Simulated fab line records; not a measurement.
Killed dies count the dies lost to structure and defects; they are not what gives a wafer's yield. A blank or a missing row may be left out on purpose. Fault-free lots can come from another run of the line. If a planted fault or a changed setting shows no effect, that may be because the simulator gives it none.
fab line records -- flow n5-finfet
record: lots: 8, wafers: 24, last-day: 18
route steps=1938 shown BEOL_M4@1035 PASSIVATION@1936
lots with no fault: from the same line, run without faults
start-h: the number of hours between the record's first day and the start of the first shown wafer of the lot -- wait-h: hours since the lot's step before -- " repeats the value in the row above -- L1.1+2: a single row standing in for several wafers -- - no value, or no start given -- * or withheld: withheld -- < > ~ a bound
route shown NAME@n: names a module that has steps shown in the file, with the first one's number in the route -- usual: average and standard deviation across the fault-free wafers -- same: alike in all rows -- chamber/n: place in a boat -- sites: readings site by site -- _std_site: their standard deviation -- _edge_site: the outer-site mean with the inner-site mean subtracted -- radius-mm: how far each site lies from the wafer's centre -- mask NAME#n: copy n -- behind: tool/chamber where the wafer was last shaped -- hold: reason for holding the lot/hours on hold/outcome of the hold -- device: whichever transistor did not switch (one of n, p or np) -- end of line: the same wafers' tests at the end of the route -- a step given without rows: its recipe and nothing more -- killed: not the wafer's yield, but the dies lost to structure and defects at the first sort -- map: per-die view of a wafer (x killed, . not killed, _ where there is no die)
set.NAME: the setting the step ran with; set.NAME@STEP: the setting that earlier step ran with -- model.NAME: the simulator's own value behind a step, which no gauge read
a sample of lots followed through the steps of the route, with each step as a table and each wafer as a row
services: from which hour (start-h, from the record's first day; less than 0 if before it) a tool's chamber was out of use, for how many hours, and why
== steps ==
step: N5_BEOL_M4_OVL_MEAS_12
recipe: points-per-wafer: 522
usual: M4_OVL: 0.5/0.67
lot.wafer,tool,chamber,start-h,wait-h,M4_OVL[nm]
L287.1,overlay-01,0,165.53,0.0,-0.8
L287.4,overlay-01,0,165.53,0.0,-1.1
L287.5,overlay-01,0,165.53,0.0,0.6
L288.2,overlay-01,0,185.55,0.0,0.2
L288.3,overlay-01,0,185.55,0.0,-0.9
L288.6,overlay-01,0,185.55,0.0,1.6
L296.1,overlay-01,0,218.28,0.0,0.7
L296.2,overlay-01,0,218.28,0.0,0.7
L296.5,overlay-01,0,218.28,0.0,0.7
L301.2,overlay-02,0,247.76,0.0,0.8
L301.4,overlay-02,0,247.76,0.0,0.3
L301.6,overlay-02,0,247.76,0.0,0.5
L303.4,overlay-01,0,254.69,0.0,-0.4
L303.5,overlay-01,0,254.69,0.0,0.6
L303.6,overlay-01,0,254.69,0.0,0.8
L307.2,overlay-01,0,285.34,0.0,0.0
L307.4,overlay-01,0,285.34,0.0,0.4
L307.5,overlay-01,0,285.34,0.0,0.6
L306.1,overlay-02,0,295.66,0.0,-0.1
L306.3,overlay-02,0,295.66,0.0,0.6
L306.6,overlay-02,0,295.66,0.0,0.1
L309.1,overlay-02,0,299.42,0.0,1.6
L309.4,overlay-02,0,299.42,0.0,1.4
L309.6,overlay-02,0,299.42,0.0,0.3
step: N5_BEOL_M4_ETCH_63
recipe: chemistry: CF4, target: SiARC, target-depth-a: 156, mask-material: CAR-EUV, time-s: 26, ion-energy-ev: 80, pressure-mtorr: 40, source-w: 545, bias-w: 36, Ar_flow_sccm: 100, cf4-flow-sccm: 100, ends: cleared
usual: drypump-motor-current-A: 5.7/0.44, etch-rf-on-time-s: 26.0/0.67, oes-product-au: 0.66/0.082, rf-vpp-V: 183.9/1.4, showerhead-plenum-p-Torr: 2.14/0.096, throttle-valve-pct: 15.70/0.15
lot.wafer,tool,chamber,start-h,wait-h,drypump-motor-current-A,etch-rf-on-time-s,oes-product-au,rf-hours-counter-h,rf-vpp-V,showerhead-plenum-p-Torr,throttle-valve-pct
L287.1,rie-diel-05,1,165.98,0.0,6.6,25.2,0.85,5,185.0,2.29,15.62
L287.4,rie-diel-05,0,165.98,0.0,5.3,26.2,0.65,151,180.8,1.98,15.83
L287.5,rie-diel-05,0,165.98,0.0,5.3,26.3,0.64,-,182.7,1.98,15.82
L288.2,rie-diel-05,3,185.75,0.0,5.1,26.1,0.62,205,182.5,2.13,15.71
L288.3,rie-diel-05,2,185.75,0.0,5.5,27.1,0.58,243,182.4,2.03,15.71
L288.6,rie-diel-05,3,185.75,0.0,5.1,25.9,0.62,-,183.1,2.13,15.70
L296.1,rie-diel-05,1,218.42,0.0,6.6,25.1,0.79,26,184.6,2.28,15.67
L296.2,rie-diel-05,3,218.42,0.0,5.1,26.2,0.60,220,183.1,2.13,15.74
L296.5,rie-diel-05,0,218.42,0.0,5.3,26.0,0.63,-,181.2,1.97,15.89
L301.2,rie-diel-06,3,247.90,0.0,5.7,26.1,0.66,152,184.3,2.23,15.75
L301.4,rie-diel-06,0,247.90,0.0,6.0,26.6,0.63,168,185.2,2.21,15.63
L301.6,rie-diel-06,2,247.90,0.0,5.5,25.2,0.59,-,182.6,2.03,15.73
L303.4,rie-diel-06,2,254.83,0.0,5.6,25.0,0.59,239,183.4,2.03,15.73
L303.5,rie-diel-06,1,254.83,0.0,5.7,24.8,0.80,-,182.9,2.12,15.56
L303.6,rie-diel-06,2,254.83,0.0,5.6,25.1,0.60,-,182.2,2.03,15.76
L307.2,rie-diel-06,0,285.48,0.0,6.0,27.1,0.62,182,185.3,2.21,15.65
L307.4,rie-diel-06,2,285.48,0.0,5.6,25.4,0.59,-,181.9,2.02,15.77
L307.5,rie-diel-06,3,285.48,0.0,5.7,26.6,0.64,-,185.0,2.23,15.78
L306.1,rie-diel-06,0,295.80,0.0,6.0,27.1,0.61,186,185.4,2.21,15.65
L306.3,rie-diel-06,3,295.80,0.0,5.8,26.3,0.64,170,183.4,2.23,15.79
L306.6,rie-diel-06,0,295.80,0.0,6.0,27.2,0.61,-,186.3,2.21,15.66
L309.1,rie-diel-01,3,299.56,0.0,5.3,26.0,0.82,6,183.3,2.11,15.23
L309.4,rie-diel-01,0,299.56,0.0,5.4,26.8,0.64,130,183.3,2.14,15.48
L309.6,rie-diel-01,1,299.56,0.0,6.1,27.4,0.57,-,183.9,2.12,16.04
step: N5_BEOL_M4_INSPECT_30
recipe: mode: adi, inspect-instrument: brightfield
usual: raw-defect-count: 374/97
lot.wafer,tool,chamber,start-h,wait-h,raw-defect-count
L287.1,defect-inspect-01,-,167.02,0.1,315
L287.4,defect-inspect-01,-,167.02,0.1,188
L287.5,defect-inspect-01,-,167.02,0.1,337
L288.2,defect-inspect-02,-,186.67,0.0,604
L288.3,defect-inspect-02,-,186.67,0.0,605
L288.6,defect-inspect-02,-,186.67,0.0,433
L296.1,defect-inspect-01,-,219.35,0.1,351
L296.2,defect-inspect-01,-,219.35,0.1,958
L296.5,defect-inspect-01,-,219.35,0.1,461
L301.2,defect-inspect-01,-,248.83,0.0,225
L301.4,defect-inspect-01,-,248.83,0.0,299
L301.6,defect-inspect-01,-,248.83,0.0,339
L303.4,defect-inspect-01,-,255.62,0.0,335
L303.5,defect-inspect-01,-,255.62,0.0,418
L303.6,defect-inspect-01,-,255.62,0.0,290
L307.2,defect-inspect-02,-,286.34,0.1,353
L307.4,defect-inspect-02,-,286.34,0.1,445
L307.5,defect-inspect-02,-,286.34,0.1,406
L306.1,defect-inspect-01,-,296.60,0.1,334
L306.3,defect-inspect-01,-,296.60,0.1,369
L306.6,defect-inspect-01,-,296.60,0.1,329
L309.1,defect-inspect-02,-,300.67,0.1,573
L309.4,defect-inspect-02,-,300.67,0.1,395
L309.6,defect-inspect-02,-,300.67,0.1,561
step: N5_BEOL_M4_ETCH_70
recipe: chemistry: N2/H2, target: SOC, target-depth-a: 800, overetch-a: 240, mask-material: SiARC, temp-c: 40, time-s: 130, ion-energy-ev: 200, pressure-mtorr: 30, source-w: 840, bias-w: 150, n2-flow-sccm: 200, h2-flow-sccm: 200
usual: drypump-motor-current-A: 5.8/0.42, oes-product-au: 0.57/0.063, rf-vpp-V: 524.0/2.9, showerhead-plenum-p-Torr: 2.55/0.1, throttle-valve-pct: 17.83/0.24
same: time-s: 130
lot.wafer,tool,chamber,start-h,wait-h,drypump-motor-current-A,oes-product-au,rf-hours-counter-h,rf-vpp-V,showerhead-plenum-p-Torr,throttle-valve-pct
L287.1,rie-diel-01,0,168.15,0.0,5.4,0.59,77,525.8,2.57,17.60
L287.4,rie-diel-01,3,168.15,0.0,5.3,0.54,213,522.7,2.53,17.83
L287.5,rie-diel-01,0,168.15,0.0,5.4,0.59,-,525.5,2.57,17.59
L288.2,rie-diel-01,1,187.84,0.0,6.1,0.53,198,522.9,2.54,18.14
L288.3,rie-diel-01,2,187.84,0.0,6.3,0.50,232,525.3,2.61,17.71
L288.6,rie-diel-01,2,187.84,0.0,6.3,0.50,-,525.4,2.61,17.70
L296.1,rie-diel-06,2,224.83,0.0,5.6,0.51,229,519.4,2.40,17.94
L296.2,rie-diel-06,3,224.83,0.0,5.7,0.57,145,525.9,2.63,17.68
L296.5,rie-diel-06,3,224.83,0.0,5.7,0.58,-,527.9,2.63,17.67
L301.2,rie-diel-05,2,250.23,0.0,5.4,0.69,8,527.1,2.71,17.41
L301.4,rie-diel-05,1,250.23,0.0,6.6,0.67,36,528.3,2.72,17.99
L301.6,rie-diel-05,2,250.23,0.0,5.5,0.69,-,529.9,2.71,17.40
L303.4,rie-diel-06,2,256.28,0.0,5.6,0.50,239,520.7,2.40,17.92
L303.5,rie-diel-06,1,256.28,0.0,5.8,0.68,-,522.4,2.51,17.86
L303.6,rie-diel-06,2,256.28,0.0,5.6,0.50,-,519.8,2.40,17.94
L307.2,rie-diel-05,0,287.36,0.0,5.3,0.54,196,518.0,2.34,18.26
L307.4,rie-diel-05,1,287.36,0.0,6.6,0.66,48,528.2,2.72,18.01
L307.5,rie-diel-05,3,287.36,0.0,5.1,0.52,-,523.1,2.48,17.81
L306.1,rie-diel-05,1,304.45,0.0,6.6,0.64,55,527.1,2.72,18.01
L306.3,rie-diel-05,0,304.45,0.0,5.3,0.53,203,517.7,2.33,18.27
L306.6,rie-diel-05,1,304.45,0.0,6.6,0.64,-,528.8,2.72,18.02
L309.1,rie-diel-01,1,310.45,0.0,6.1,0.50,247,523.3,2.51,18.23
L309.4,rie-diel-01,2,310.45,0.0,6.3,0.66,21,525.7,2.59,17.32
L309.6,rie-diel-01,3,310.45,0.0,5.3,0.68,-,523.4,2.51,17.49
step: N5_BEOL_M4_STRIP_36
recipe: chemistry: N2/H2, power-w: 450, temp-c: 40, pressure-mtorr: 20, rf-frequency-hz: 6e+07, overash-fraction: 0.3, bias-power-w: 7, h2-frac: 0.5, n2-flow-sccm: 200, h2-flow-sccm: 200
usual: drypump-motor-current-A: 5.8/0.42, oes-product-au: 0.77/0.092, rf-vpp-V: 59.4/1.5, showerhead-plenum-p-Torr: 2.55/0.1, throttle-valve-pct: 23.6/0.31
lot.wafer,tool,chamber,start-h,wait-h,drypump-motor-current-A,oes-product-au,rf-hours-counter-h,rf-vpp-V,showerhead-plenum-p-Torr,throttle-valve-pct
L287.1,rie-diel-01,0,168.32,0.0,5.5,0.80,77,58.2,2.57,23.4
L287.4,rie-diel-01,3,168.32,0.0,5.3,0.71,213,60.0,2.53,23.6
L287.5,rie-diel-01,0,168.32,0.0,5.5,0.80,-,58.1,2.57,23.4
L288.2,rie-diel-01,1,188.00,0.0,6.1,0.70,198,59.6,2.53,23.9
L288.3,rie-diel-01,2,188.00,0.0,6.4,0.68,232,60.5,2.60,23.3
L288.6,rie-diel-01,2,188.00,0.0,6.4,0.67,-,60.5,2.60,23.3
L296.1,rie-diel-06,2,224.99,0.0,5.6,0.68,229,59.8,2.40,23.7
L296.2,rie-diel-06,3,224.99,0.0,5.8,0.79,146,59.7,2.63,23.3
L296.5,rie-diel-06,3,224.99,0.0,5.8,0.78,-,62.4,2.63,23.3
L301.2,rie-diel-05,2,250.40,0.0,5.5,0.94,8,59.2,2.71,23.2
L301.4,rie-diel-05,1,250.40,0.0,6.6,0.92,36,57.8,2.72,23.9
L301.6,rie-diel-05,2,250.40,0.0,5.4,0.95,-,62.7,2.71,23.2
L303.4,rie-diel-06,2,256.45,0.0,5.6,0.69,239,58.6,2.40,23.8
L303.5,rie-diel-06,1,256.45,0.0,5.8,0.92,-,57.6,2.51,23.9
L303.6,rie-diel-06,2,256.45,0.0,5.6,0.68,-,60.2,2.40,23.7
L307.2,rie-diel-05,0,287.52,0.0,5.3,0.73,196,61.0,2.33,24.2
L307.4,rie-diel-05,1,287.52,0.0,6.6,0.91,48,59.5,2.71,24.0
L307.5,rie-diel-05,3,287.52,0.0,5.1,0.68,-,58.6,2.48,23.6
L306.1,rie-diel-05,1,304.62,0.0,6.6,0.90,55,59.3,2.71,23.9
L306.3,rie-diel-05,0,304.62,0.0,5.3,0.72,203,59.9,2.33,24.2
L306.6,rie-diel-05,1,304.62,0.0,6.6,0.90,-,63.8,2.71,24.0
L309.1,rie-diel-01,1,310.61,0.0,6.1,0.68,247,59.3,2.51,24.0
L309.4,rie-diel-01,2,310.61,0.0,6.3,0.90,22,61.5,2.59,23.0
L309.6,rie-diel-01,3,310.61,0.0,5.3,0.95,-,58.5,2.51,23.3
step: N5_BEOL_M4_RC_MEAS_101
usual: DIBL_N: 35.9/1.4, DIBL_P: 35.9/1.7, IOFF_N: 0.160/0.026, IOFF_P: 0.21/0.036, ION_N: 672/11, ION_P: 461/8.1, SS_N: 71.4/0.54, SS_P: 73.2/0.67, VT_N: 249.3/2.7, VT_P: -250/3.9
lot.wafer,tool,chamber,start-h,wait-h,DIBL_N[mV/V],DIBL_P[mV/V],IOFF_N[nA/um],IOFF_P[nA/um],ION_N[uA/um],ION_P[uA/um],SS_N[mV/dec],SS_P[mV/dec],VT_N[mV],VT_P[mV]
L287.1,prober-01,0,172.90,0.0,34.3,33.6,0.129,0.19,660,462,71.6,72.8,250.5,-248
L287.4,prober-01,0,172.90,0.0,38.8,39.7,0.233,0.29,687,468,72.8,74.8,243.2,-244
L287.5,prober-01,0,172.90,0.0,36.5,35.2,0.155,0.22,672,457,72.1,73.3,251.0,-247
L288.2,prober-01,0,192.44,0.2,34.8,34.6,0.127,0.20,660,460,71.4,71.7,253.8,-248
L288.3,prober-01,0,192.44,0.2,36.4,37.3,0.172,0.26,683,474,71.5,73.3,250.2,-246
L288.6,prober-01,0,192.44,0.2,32.5,32.9,0.114,0.19,669,470,70.7,72.3,250.5,-247
L296.1,prober-02,0,230.17,0.0,35.7,35.9,0.157,0.21,667,456,71.3,73.0,250.1,-247
L296.2,prober-02,0,230.17,0.0,34.4,34.8,0.137,0.20,666,463,70.3,73.0,248.8,-248
L296.5,prober-02,0,230.17,0.0,33.6,33.0,0.122,0.17,648,452,71.2,71.8,253.3,-251
L301.2,prober-02,0,255.08,0.2,34.8,35.3,0.136,0.16,656,454,71.0,73.2,249.6,-255
L301.4,prober-02,0,255.08,0.2,34.5,34.6,0.142,0.16,669,453,70.9,73.3,250.4,-254
L301.6,prober-02,0,255.08,0.2,34.4,35.7,0.152,0.17,681,458,71.0,72.9,247.1,-254
L303.4,prober-02,0,261.40,0.5,37.7,38.0,0.194,0.29,690,478,71.5,73.4,245.4,-244
L303.5,prober-02,0,261.40,0.5,38.6,38.5,0.223,0.30,675,467,71.7,74.1,243.9,-244
L303.6,prober-02,0,261.40,0.5,36.4,36.7,0.178,0.26,681,474,71.2,72.9,244.9,-244
L307.2,prober-02,0,291.75,0.2,40.2,39.1,0.228,0.27,677,468,72.5,74.4,246.0,-248
L307.4,prober-02,0,291.75,0.2,35.4,34.9,0.132,0.19,672,462,70.7,72.5,252.0,-254
L307.5,prober-02,0,291.75,0.2,37.4,37.0,0.165,0.22,682,465,71.2,73.3,247.7,-249
L306.1,prober-02,0,309.35,0.0,36.1,34.4,0.142,0.15,664,450,70.9,72.8,249.5,-258
L306.3,prober-02,0,309.35,0.0,37.1,36.0,0.142,0.17,643,441,71.9,73.1,253.3,-254
L306.6,prober-02,0,309.35,0.0,37.0,36.6,0.158,0.18,674,450,71.8,73.2,248.2,-255
L309.1,prober-02,0,316.26,0.0,36.1,36.2,0.149,0.18,665,456,71.0,72.9,252.6,-253
L309.4,prober-02,0,316.26,0.0,35.0,35.4,0.136,0.17,678,459,70.9,73.7,253.1,-255
L309.6,prober-02,0,316.26,0.0,38.2,39.4,0.190,0.24,675,462,71.5,74.2,249.5,-248
step: N5_PASSIVATION_PROBE_49
usual: defect-limited-yield: 90.9/1.5, killed_at_M0_to_M3: 35/10, killed_at_M4_up: 14/5.2, killed-at-contacts: 13/7.3, killed-at-front-end: 42/12, killed-at-other: 3.4/2.5, killed-dies: 108/18, killed-open: 70/13, killed-short: 35/8, sort_bin_4_leakage: 0.00/0.007, sort_bin_5_function: 5.4/1, sort_bin_6_memory: 3.4/0.71, sort_bin_8_speed: 0.00/0.0099, sort-n-pass: 1072/18, sort-yield-pct: 90.9/1.5
same: gross-dies: 1180, killed-at-back-side: 0
lot.wafer,tool,chamber,start-h,wait-h,defect-limited-yield[%],killed_at_M0_to_M3,killed_at_M4_up,killed-at-contacts,killed-at-front-end,killed-at-other,killed-dies,killed-open,killed-short,sort_bin_4_leakage[%],sort_bin_5_function[%],sort_bin_6_memory[%],sort_bin_8_speed[%],sort-n-pass,sort-yield-pct[%]
L296.1,prober-01,-,338.34,0.0,89.5,47,23,16,32,6,124,88,36,0,6.4,3.7,0,1056,89.5
L296.2,prober-01,-,338.39,0.1,81.4,40,132,11,35,2,220,63,36,0,12.4,4.0,0,960,81.4
L296.5,prober-01,-,338.54,0.2,88.1,39,25,18,58,0,140,101,38,0,7.2,4.5,0,1040,88.1
killed by level:class
L296.1 FIN_SAQP:geometric-particle:open=13 MOL_CONTACT_COAG:geometric-particle:open=13 BEOL_M2:geometric-particle:short=9 BEOL_M5:geometric-particle:open=8 BEOL_M0_SAQP:geometric-particle:open=8 BEOL_M2:geometric-particle:open=8 BEOL_M1:geometric-particle:open=7 BEOL_M0_SAQP:geometric-particle:short=7
L296.2 BEOL_M4:unspecified=120 FIN_SAQP:geometric-particle:open=10 MOL_CONTACT_COAG:geometric-particle:open=9 BEOL_M3:geometric-particle:open=8 BEOL_M0_SAQP:geometric-particle:open=6 BEOL_M3:geometric-particle:short=6 FIN_SAQP:geometric-particle:short=5 GATE_CUT:geometric-particle:short=5
L296.5 FIN_SAQP:geometric-particle:open=23 FIN_SAQP:geometric-particle:short=15 BEOL_M4:geometric-particle:open=14 MOL_CONTACT_COAG:geometric-particle:open=14 BEOL_M2:geometric-particle:open=9 BEOL_M3:geometric-particle:open=9 BEOL_M0_SAQP:geometric-particle:short=8 STI_FIN_REVEAL:geometric-particle:open=7
== services ==
tool,chamber,start-h,hours,kind
rie-diel-06,3,159.99,6.8,repair
rie-diel-05,2,204.27,-,clean
rie-diel-05,2,204.27,-,consumable-replace:focus-ring
rie-diel-05,2,204.27,-,consumable-replace:showerhead
rie-diel-05,2,204.27,26.8,scheduled-down
rie-diel-05,2,204.27,26.8,vent-cycle
rie-diel-06,1,211.69,-,clean
rie-diel-06,1,211.69,-,consumable-replace:focus-ring
rie-diel-06,1,211.69,15.6,scheduled-down
rie-diel-06,1,211.69,15.6,vent-cycle
rie-diel-05,1,221.26,6.6,repair
rie-diel-01,2,235.67,-,clean
rie-diel-01,2,235.67,-,consumable-replace:focus-ring
rie-diel-01,2,252.91,7.8,repair
rie-diel-06,2,288.52,-,clean
rie-diel-06,2,288.52,-,consumable-replace:focus-ring
rie-diel-06,2,288.52,-,consumable-replace:showerhead
rie-diel-06,2,288.52,22.3,scheduled-down
rie-diel-06,2,288.52,22.3,vent-cycle
rie-diel-05,3,297.49,-,clean
rie-diel-05,3,297.49,-,consumable-replace:focus-ring
rie-diel-05,3,297.49,20.9,scheduled-down
rie-diel-05,3,297.49,20.9,vent-cycle
rie-diel-06,3,309.61,11.3,repair
== key ==
first-sign: step: N5_BEOL_M4_INSPECT_30, reading: raw-defect-count, direction: up, sigmas: 6, usual: 374, struck: 958
effect: step: N5_PASSIVATION_PROBE_49, reading: killed_at_M4_up, direction: up, sigmas: 22, usual: 14, struck: 132
more-kills-born-at: N5_BEOL_M4_ETCH_63@rie-diel-05: 120
met-at N5_BEOL_M4_ETCH_63
struck-lots L296
struck-wafers L296.2
not-acting-at N5_BEOL_M4_OVL_MEAS_12,N5_BEOL_M4_ETCH_70,N5_BEOL_M4_STRIP_36
onset-between 185.75 218.42
fault: kind: chamber-particle-source, tool: rie-diel-05, chamber: 3, onset-h: 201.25, steps: N5_BEOL_M4_ETCH_63, rate-per-visit-cm2: 0.90163, end-h: 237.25
